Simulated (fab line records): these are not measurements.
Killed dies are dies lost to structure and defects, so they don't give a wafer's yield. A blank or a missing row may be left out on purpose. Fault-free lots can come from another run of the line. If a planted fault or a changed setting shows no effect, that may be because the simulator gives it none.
Chamber matching ; flow nand-harc ; NHARC_P_M1_PRE_CLEAN_32 on pecvd-01 has 3 sister chambers
The step time 12 s. 6 wafers are shown with their chamber, then 9 later ones without.

## WAFERS WITH THEIR CHAMBER
wafer;chamber;heater-power-w (W)
L082.1;0;706
L084.4;1;724
L084.6;2;663
L088.3;1;656
L088.4;2;637
L088.6;0;635

## WAFERS WHOSE CHAMBER IS MISSING
wafer;heater-power-w (W)
L089.1;745
L089.2;680
L089.6;667
L095.2;701
L095.5;710
L095.6;703
L097.1;605
L097.2;678
L097.5;678

## THE CHAMBER EACH PASSED THROUGH
wafer;from the rows above;in truth
L089.1;can't be placed: 1 or 0 or 2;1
L089.2;can't be placed: 0 or 1 or 2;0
L089.6;can't be placed: 0 or 2 or 1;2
L095.2;can't be placed: 1 or 0 or 2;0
L095.5;can't be placed: 1 or 0 or 2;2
L095.6;can't be placed: 1 or 0 or 2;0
L097.1;can't be placed: 2 or 0 or 1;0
L097.2;can't be placed: 0 or 1 or 2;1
L097.5;can't be placed: 0 or 1 or 2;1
Correctly placed: 0 of 9. Unplaceable from these rows: 9, with the true chamber sitting among the candidates in 9. Wrongly placed: 0.
How it was worked out, from the rows above alone: a wafer's distance from a chamber is the root of the sum, over the readings, of the square of ((its reading less the chamber's mean) divided by the reading's scatter). The wafer belongs to the nearest chamber; if the next one is less than 2 further off, it can't be placed. The mean given for a chamber averages the wafers shown for that chamber. The scatter: the root of (the sum of the squares of (reading less its chamber's mean) over the shown wafers, divided by (wafers less chambers)).
